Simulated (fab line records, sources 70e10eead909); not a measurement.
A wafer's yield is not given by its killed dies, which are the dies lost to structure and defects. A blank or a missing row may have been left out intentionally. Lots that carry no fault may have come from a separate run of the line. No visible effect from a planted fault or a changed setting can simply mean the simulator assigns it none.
Matching of chambers | flow nand harc | NHARC_P_BONDPAD_DEP_00 on pecvd-01 has 3 sister chambers
The step deposits SiCN, target thk 250 nm. 3 wafers are shown with their chamber, then 9 later ones without.

WAFERS PAIRED WITH THEIR CHAMBERS
wafer  | chamber | heater power w (W)
L085.2 | 1       | 574
L085.4 | 2       | 701
L085.6 | 0       | 644

WAFERS WITHOUT THEIR CHAMBER
wafer  | heater power w (W)
L089.3 | 612
L089.4 | 659
L089.6 | 616
L094.2 | 665
L094.3 | 597
L094.6 | 603
L097.3 | 623
L097.5 | 617
L097.6 | 667

THE CHAMBER EACH PASSED THROUGH
wafer  | from the rows above     | in truth
L089.3 | can't be placed: 0 or 1 | 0
L089.4 | can't be placed: 0 or 2 | 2
L089.6 | can't be placed: 0 or 1 | 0
L094.2 | can't be placed: 0 or 2 | 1
L094.3 | can't be placed: 1 or 0 | 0
L094.6 | can't be placed: 1 or 0 | 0
L097.3 | can't be placed: 0 or 1 | 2
L097.5 | can't be placed: 0 or 1 | 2
L097.6 | can't be placed: 0 or 2 | 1
Correct placement for 0 of the 9. From these rows, 9 cannot be placed; in 5 the true chamber is one of the candidates. Number placed wrongly: 0.
How it was worked out, from the rows above alone: a wafer's distance from a chamber is the root of the sum, over the readings, of the square of ((its reading less the chamber's mean) divided by the reading's scatter). The wafer belongs to the nearest chamber; if the next one is less than 2 further off, it can't be placed. The mean given for a chamber averages the wafers shown for that chamber. The scatter: with one shown wafer a chamber, the root of the mean of the squares of how far each hidden wafer lies from its nearest shown one.
